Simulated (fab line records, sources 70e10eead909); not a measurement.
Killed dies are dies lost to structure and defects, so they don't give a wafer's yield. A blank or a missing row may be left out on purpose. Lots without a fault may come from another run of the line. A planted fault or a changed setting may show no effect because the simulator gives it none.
Chamber matching | flow nand_harc | NHARC_P_ZERO_WELL_DESCUM_13 on rie_diel-13: 4 sister chambers
The step chemistry O2, time 3 s. 4 wafers are shown with their chamber, then 8 later ones without.

WAFERS WITH THEIR CHAMBER
wafer  | chamber | drypump_motor_current_A (A)
L085.5 | 3       | 5.6
L090.1 | 1       | 6.2
L090.6 | 0       | 6.4
L092.1 | 2       | 5.8

WAFERS WITHOUT THEIR CHAMBER
wafer  | drypump_motor_current_A (A)
L092.3 | 5.6
L092.5 | 5.6
L094.1 | 5.6
L094.5 | 6.3
L094.6 | 6.2
L097.1 | 5.8
L097.2 | 5.6
L097.4 | 6.3

WHICH CHAMBER EACH WENT THROUGH
wafer  | from the rows above     | in truth
L092.3 | 3                       | 3
L092.5 | 3                       | 3
L094.1 | 3                       | 3
L094.5 | can't be placed: 1 or 0 | 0
L094.6 | 1                       | 1
L097.1 | 2                       | 2
L097.2 | 3                       | 3
L097.4 | can't be placed: 1 or 0 | 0
Placed correctly: 6 of 8. Can't be placed from these rows: 2 (the true chamber is among the candidates in 2). Placed wrongly: 0.
How it was worked out, from the rows above alone: a wafer's distance from a chamber is the root of the sum, over the readings, of the square of ((its reading less the chamber's mean) divided by the reading's scatter). The wafer belongs to the nearest chamber; if the next one is less than 2 further off, it can't be placed. A chamber's mean is the mean of its shown wafers. The scatter: with one shown wafer a chamber, the root of the mean of the squares of how far each hidden wafer lies from its nearest shown one.
